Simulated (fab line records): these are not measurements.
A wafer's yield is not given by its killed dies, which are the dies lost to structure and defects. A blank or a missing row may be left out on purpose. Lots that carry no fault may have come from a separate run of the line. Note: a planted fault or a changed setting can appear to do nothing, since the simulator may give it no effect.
A lot that was struck, set against a sound lot    flow n5-finfet    40 steps out of a route of 1938
Sound: wafers L940.2, L940.4, L940.5. Struck: wafer L927.2. (L927.4, L927.6 of the same lot were not struck and are left out.) The cause comes at the end.
Order at every step that has rows: each side's tool, ch and its chambers, its first start. Under that, the readings that differ: sound wafers    struck wafers    difference of the means    sigmas: that difference in standard deviations of wafers without a fault.
alike: readings with means less than 2 such deviations apart, plus words and numbers identical on both sides. not compared: withheld readings, readings lacking a value on some wafer, bounds such as >300 that could conceal the same value, and numbers that have no deviation in the record and whose values overlap.
Wherever a step has rows on one side only, a row that says differs or no value, or a row with sigmas, the two part there. When numbers do not overlap yet have no deviation, they are printed without sigmas and do not part them. A reading missing from all wafers of one side parts the sides only when that side holds two or more wafers.

first, 11 steps without rows for these wafers: N5_HKMG_FIN_STRIP_60 (strips in N2/H2, time 360 s); N5_HKMG_FIN_WET_ETCH_77 (etches La2O3 in dHCl, stops on HfO2, target depth 2 nm); N5_HKMG_FIN_WET_ETCH_78 (etches Al2O3 in dNH4OH, stops on La2O3, target depth 4.5 nm, rinse time 30 s); N5_HKMG_FIN_ALD_79 (deposits TiN, target thk 1.5 nm, pulse time 1 s, purge time 3 s); N5_HKMG_FIN_CVD_62 (deposits a-Si from Si2H6, target thk 3 nm, time 20.8 s); N5_HKMG_FIN_RTA_80 (time 2 s); N5_HKMG_FIN_PRECLEAN_64 (cleans in dHF, time 30 s); N5_HKMG_FIN_WET_ETCH_65 (etches a-Si in TMAH, stops on TiN, time 49 s, target depth 3 nm); N5_HKMG_FIN_WET_ETCH_81 (etches TiN in SC1, stops on HfO2, time 57 s, target depth 6 nm); N5_HKMG_FIN_WET_ETCH_82 (etches La2O3 in dHCl, stops on HfO2, target depth 2 nm, rinse time 30 s); N5_HKMG_FIN_ALD_36 (deposits TiN, target thk 1 nm, pulse time 1 s, purge time 3 s).
N5_HKMG_FIN_PWFM_ALD_03: deposits TiN, target thk 2 nm, pulse time 1 s, purge time 3 s.
  sound on ald-metal-04 ch 2,3, day 9 20:55; struck on ald-metal-04 ch 0, day 6 15:55
reading                                        sound     struck  difference  sigmas
ald-cycles                                     91 91 91  162     +71         
model.TiN_of_HKMG_FIN_PWFM_ALD_03.thk-nm (nm)  2 2 2     3.6     +1.6        
  alike: heater-power-w, precursor-pulse-height-rel
  not compared: since-wet-clean-h
then, 26 steps without rows for these wafers: N5_HKMG_FIN_COAT_29 (time 60 s, resist thk 300 nm); N5_HKMG_FIN_COAT_30 (time 60 s, resist thk 35 nm); N5_HKMG_FIN_COAT_06 (resist thk 90 nm); N5_HKMG_FIN_EBR_08; N5_HKMG_FIN_SOFTBAKE_07 (time 60 s); N5_HKMG_FIN_EXPOSE_09 (exposes mask NWFM); N5_HKMG_FIN_PEB_10 (peb time 60 s); N5_HKMG_FIN_DEVELOP_11 (develop time 30 s); N5_HKMG_FIN_DESCUM_17 (chemistry O2, time 7.9 s); N5_HKMG_FIN_ETCH_31 (etches SiARC in CF4, target depth 45.5 nm, time 75.8 s); N5_HKMG_FIN_ETCH_32 (etches SOC in N2/H2, target depth 240 nm, time 300 s); N5_HKMG_FIN_STRIP_33 (strips in N2/H2); N5_HKMG_FIN_STRIP_34 (strips in CF4); N5_HKMG_FIN_ETCH_35 (etches SOC in N2/H2, target depth 215.8 nm, time 243.4 s); N5_HKMG_FIN_STRIP_92 (strips SOC in N2/H2, time 20 s); N5_HKMG_FIN_WET_ETCH_18 (etches TiN in SC1, time 55 s, target depth 5.2 nm, rinse time 30 s); N5_HKMG_FIN_STRIP_19 (strips in N2/H2, time 360 s); N5_HKMG_FIN_ALD_91 (deposits TiN, target thk 1 nm, pulse time 1 s, purge time 3 s); N5_HKMG_FIN_COAT_85 (time 60 s, resist thk 300 nm); N5_HKMG_FIN_ETCH_86 (etches SOC in N2/H2, stops on TiN, target depth 393.2 nm); N5_HKMG_FIN_STRIP_89 (strips SOC in N2/H2, time 20 s); N5_HKMG_FIN_WET_ETCH_87 (etches TiN in SC1, time 154.2 s, target depth 4.7 nm, rinse time 30 s); N5_HKMG_FIN_STRIP_88 (strips in N2/H2, time 360 s); N5_HKMG_FIN_NWFM_ALD_20 (deposits TiAlC, target thk 2 nm, pulse time 3 s, purge time 2 s); N5_HKMG_FIN_ALD_71 (deposits TiN, target thk 1 nm, pulse time 1 s, purge time 3 s); N5_HKMG_FIN_COAT_66 (time 60 s, resist thk 300 nm).
-- here the record skips 4 days between the struck wafers' starts before and after, leaving off in module HKMG_FIN and picking up in module BEOL_M4 (first step shown: number 1111 of the route) --
N5_BEOL_M4_RC_MEAS_101:
  sound on prober-02 ch 0, day 14 17:04; struck on prober-02 ch 0, day 10 11:26
reading              sound                       struck    difference  sigmas
DIBL_N (mV/V)        39.1 35.9 38.1              34.4      -3.3        -2
IOFF_N (nA/um)       0.197 0.139 0.179           0.038     -0.134      -5
IOFF_N_85C (nA/um)   3.7 2.7 3.4                 1.0       -2.3        -5
IOFF_N_LIN (nA/um)   0.089 0.067 0.081           0.019     -0.060      -6
IOFF_N_LONG (nA/um)  5.69e-05 5.93e-05 5.8e-05   3.01e-05  -2.80e-05   -11
IOFF_P (nA/um)       0.30 0.20 0.26              1.13      +0.88       +29
IOFF_P_85C (nA/um)   4.7 3.4 4.1                 15.4      +11.3       +26
IOFF_P_LIN (nA/um)   0.129 0.098 0.115           0.561     +0.447      +41
IOFF_P_LONG (nA/um)  0.000128 0.000119 0.000117  0.000321  +0.000200   +21
ION_N (uA/um)        681 671 678                 589       -88         -9
ION_P (uA/um)        470 468 473                 530       +60         +8
SS_P (mV/dec)        74.1 73.6 73.8              72.5      -1.3        -2
VT_N (mV)            245.4 249.0 247.1           284.5     +37.3       +12
VT_N_LONG (mV)       271.4 272.7 273.6           309.1     +36.5       +17
VT_N_LVT (mV)        95.2 99.3 96.4              135.8     +38.8       +14
VT_P (mV)            -243 -250 -244              -199      +47         +15
VT_P_LONG (mV)       -273 -271 -270              -233      +38         +12
VT_P_LVT (mV)        -92.9 -98.5 -94.3           -51.7     +43.5       +16
  alike: DIBL_P, SS_N
-- the record jumps here: 5 days lie between the struck wafers' starts before and after (it left off in module BEOL_M4 and takes up again in module PASSIVATION, whose first step shown is number 1936 of the route) --
N5_PASSIVATION_PROBE_49:
  sound on prober-01 at day 18 18:32; struck on prober-02 at day 15 05:22
reading                 sound           struck  difference  sigmas
killed-at-contacts      10 22 12        3       -12         -2
sort_bin_4_leakage (%)  0 0 0           90.51   +90.51      +99 or more
sort-n-pass             1055 1055 1075  0       -1062       -71
sort-yield-pct (%)      89.4 89.4 91.1  0       -90         -69
  alike: defect-limited-yield, killed_at_M0_to_M3, killed_at_M4_up, killed-at-front-end, killed-at-other, killed-dies, killed-open, killed-short, sort_bin_5_function, sort_bin_6_memory, sort_bin_8_speed

## WHERE THEY PART
Last at N5_PASSIVATION_PROBE_49 as far as this record goes, first at N5_BEOL_M4_RC_MEAS_101.

WHY: what the simulator had put in
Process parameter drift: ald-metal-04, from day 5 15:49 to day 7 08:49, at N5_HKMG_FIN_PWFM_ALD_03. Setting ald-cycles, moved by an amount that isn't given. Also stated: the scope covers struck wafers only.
